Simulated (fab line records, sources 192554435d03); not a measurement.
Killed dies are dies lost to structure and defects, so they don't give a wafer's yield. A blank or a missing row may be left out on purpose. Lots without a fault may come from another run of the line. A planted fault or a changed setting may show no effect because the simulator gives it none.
Chamber matching | flow n5_finfet | N5_BEOL_M11_DESCUM_16 on rie_diel-01: 4 sister chambers
The step chemistry O2, time 7.9 s. 18 wafers are shown with their chamber, then 9 later ones without.

WAFERS WITH THEIR CHAMBER
wafer  | chamber | drypump_motor_current_A (A) | throttle_valve_pct (%) | oes_product_au (a.u.)
L074.1 | 1       | 5.8                         | 20.25                  | 0.70
L074.2 | 2       | 6.1                         | 20.66                  | 0.69
L074.3 | 3       | 6.2                         | 20.12                  | 0.88
L076.3 | 1       | 5.8                         | 20.27                  | 0.69
L076.4 | 3       | 6.2                         | 20.10                  | 0.86
L076.6 | 2       | 6.1                         | 20.66                  | 0.69
L078.2 | 1       | 5.8                         | 20.28                  | 0.70
L078.4 | 2       | 6.1                         | 20.65                  | 0.69
L078.5 | 1       | 5.8                         | 20.28                  | 0.70
L083.1 | 2       | 6.1                         | 20.67                  | 0.68
L083.2 | 3       | 6.2                         | 20.13                  | 0.85
L083.5 | 3       | 6.2                         | 20.13                  | 0.85
L086.1 | 0       | 5.2                         | 20.41                  | 0.68
L086.2 | 1       | 5.9                         | 20.30                  | 0.68
L086.4 | 1       | 5.8                         | 20.27                  | 0.68
L091.1 | 2       | 6.1                         | 20.38                  | 0.99
L091.3 | 3       | 6.2                         | 20.14                  | 0.83
L091.4 | 0       | 5.3                         | 20.40                  | 0.69

SIGNATURES (means of the wafers above)
reading                 | chamber 0 | chamber 1 | chamber 2 | chamber 3 | scatter within a chamber
drypump_motor_current_A | 5.250     | 5.817     | 6.100     | 6.200     | 0.0309
throttle_valve_pct      | 20.4050   | 20.2750   | 20.6040   | 20.1240   | 0.0683
oes_product_au          | 0.6850    | 0.6917    | 0.7480    | 0.8540    | 0.0733
Rule: a wafer's distance from a chamber is the root of the sum, over the readings, of the square of ((its reading less the chamber's mean) divided by the reading's scatter). The wafer belongs to the nearest chamber; if the next one is less than 2 further off, it can't be placed. The scatter: the root of (the sum of the squares of (reading less its chamber's mean) over the shown wafers, divided by (wafers less chambers)).

WAFERS WITHOUT THEIR CHAMBER
wafer  | drypump_motor_current_A (A) | throttle_valve_pct (%) | oes_product_au (a.u.)
L094.4 | 5.8                         | 20.32                  | 0.68
L094.5 | 5.8                         | 20.32                  | 0.68
L094.6 | 6.1                         | 20.37                  | 0.96
L093.1 | 5.2                         | 20.41                  | 0.67
L093.2 | 5.8                         | 20.31                  | 0.67
L093.3 | 6.2                         | 20.14                  | 0.83
L096.1 | 6.3                         | 20.14                  | 0.82
L096.2 | 5.8                         | 20.30                  | 0.68
L096.4 | 6.1                         | 20.38                  | 0.95

WHICH CHAMBER EACH WENT THROUGH
wafer  | from the rows above     | in truth
L094.4 | 1                       | 1
L094.5 | 1                       | 1
L094.6 | can't be placed: 2 or 3 | 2
L093.1 | 0                       | 0
L093.2 | 1                       | 1
L093.3 | 3                       | 3
L096.1 | 3                       | 3
L096.2 | 1                       | 1
L096.4 | can't be placed: 2 or 3 | 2
Placed correctly: 7 of 9. Can't be placed from these rows: 2 (the true chamber is among the candidates in 2). Placed wrongly: 0.
